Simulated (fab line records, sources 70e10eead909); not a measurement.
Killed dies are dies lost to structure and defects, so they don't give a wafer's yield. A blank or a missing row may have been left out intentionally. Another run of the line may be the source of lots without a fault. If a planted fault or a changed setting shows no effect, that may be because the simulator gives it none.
Chamber matching ; flow nand_harc ; pecvd-02 running NHARC_A_M0_DEP_32: 3 sister chambers
The step deposits SiCN, target thk 30 nm. 14 wafers are shown with their chamber, then 7 later ones without.

== WAFERS WITH THEIR CHAMBER ==
wafer;chamber;heater_power_w (W);chamber_pressure_Torr (Torr)
L075.2;1;571;2.995
L075.4;0;536;2.988
L075.5;1;555;2.998
L085.1;2;555;3.001
L085.2;0;569;3.008
L085.6;0;569;2.994
L083.2;0;598;3.009
L083.3;1;606;3.004
L083.4;0;576;2.997
L087.2;1;578;3.007
L087.4;0;478;3.003
L087.6;1;584;3.002
L088.2;0;476;3.001
L088.3;2;507;3.003

SIGNATURES, as means of the wafers listed above
reading;chamber 0;chamber 1;chamber 2;scatter within a chamber
heater_power_w;543.14;578.80;531.00;39.1
chamber_pressure_Torr;3.00000;3.00120;3.00200;0.0063
Rule: for a wafer and a chamber, the distance is found by dividing, reading by reading, the gap between the wafer's reading and the chamber's mean by the reading's scatter, squaring, summing and taking the root. If the next closest chamber is less than 2 further off than the closest, the wafer can't be placed; otherwise it belongs to the closest. The scatter is the square root of a quotient: the sum, over the shown wafers, of each reading's squared deviation from its chamber's mean, divided by wafers minus chambers.

== WAFERS WHOSE CHAMBER IS MISSING ==
wafer;heater_power_w (W);chamber_pressure_Torr (Torr)
L088.4;589;2.986
L090.4;541;3.007
L090.5;528;3.011
L090.6;552;3.004
L097.1;581;2.997
L097.2;534;3.004
L097.5;525;3.003

== THE CHAMBER EACH PASSED THROUGH ==
wafer;from the rows above;in truth
L088.4;can't be placed: 1 or 0 or 2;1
L090.4;can't be placed: 2 or 0 or 1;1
L090.5;can't be placed: 2 or 0 or 1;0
L090.6;can't be placed: 2 or 0 or 1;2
L097.1;can't be placed: 1 or 0 or 2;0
L097.2;can't be placed: 2 or 0 or 1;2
L097.5;can't be placed: 2 or 0 or 1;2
Placed correctly: 0 of 7. From these rows, 7 cannot be placed; in 7 the true chamber is one of the candidates. 0 placed wrongly.
